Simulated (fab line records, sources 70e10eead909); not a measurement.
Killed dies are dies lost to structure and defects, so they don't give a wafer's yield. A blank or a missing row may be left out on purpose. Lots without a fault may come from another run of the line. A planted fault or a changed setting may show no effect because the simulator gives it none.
Chamber matching | flow nand_harc | NHARC_THIN_TSV_DEP_43 on pecvd-01: 3 sister chambers
The step deposits SiO2, target thk 1328.5 nm. 6 wafers are shown with their chamber, then 9 later ones without.

WAFERS WITH THEIR CHAMBER
wafer  | chamber | throttle_valve_pct (%)
L837.6 | 0       | 16.3
L841.1 | 0       | 16.5
L841.2 | 2       | 16.0
L839.1 | 1       | 15.7
L839.4 | 1       | 15.7
L839.5 | 2       | 15.6

WAFERS WITHOUT THEIR CHAMBER
wafer  | throttle_valve_pct (%)
L845.2 | 15.7
L845.4 | 15.1
L845.6 | 15.6
L852.1 | 15.8
L852.2 | 15.3
L852.3 | 15.6
L854.4 | 15.7
L854.5 | 15.5
L854.6 | 16.0

WHICH CHAMBER EACH WENT THROUGH
wafer  | from the rows above          | in truth
L845.2 | can't be placed: 1 or 2      | 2
L845.4 | can't be placed: 1 or 2      | 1
L845.6 | can't be placed: 1 or 2      | 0
L852.1 | can't be placed: 2 or 1      | 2
L852.2 | can't be placed: 1 or 2      | 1
L852.3 | can't be placed: 1 or 2      | 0
L854.4 | can't be placed: 1 or 2      | 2
L854.5 | can't be placed: 1 or 2      | 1
L854.6 | can't be placed: 2 or 1 or 0 | 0
Placed correctly: 0 of 9. Can't be placed from these rows: 9 (the true chamber is among the candidates in 7). Placed wrongly: 0.
How it was worked out, from the rows above alone: a wafer's distance from a chamber is the root of the sum, over the readings, of the square of ((its reading less the chamber's mean) divided by the reading's scatter). The wafer belongs to the nearest chamber; if the next one is less than 2 further off, it can't be placed. A chamber's mean is the mean of its shown wafers. The scatter: the root of (the sum of the squares of (reading less its chamber's mean) over the shown wafers, divided by (wafers less chambers)).
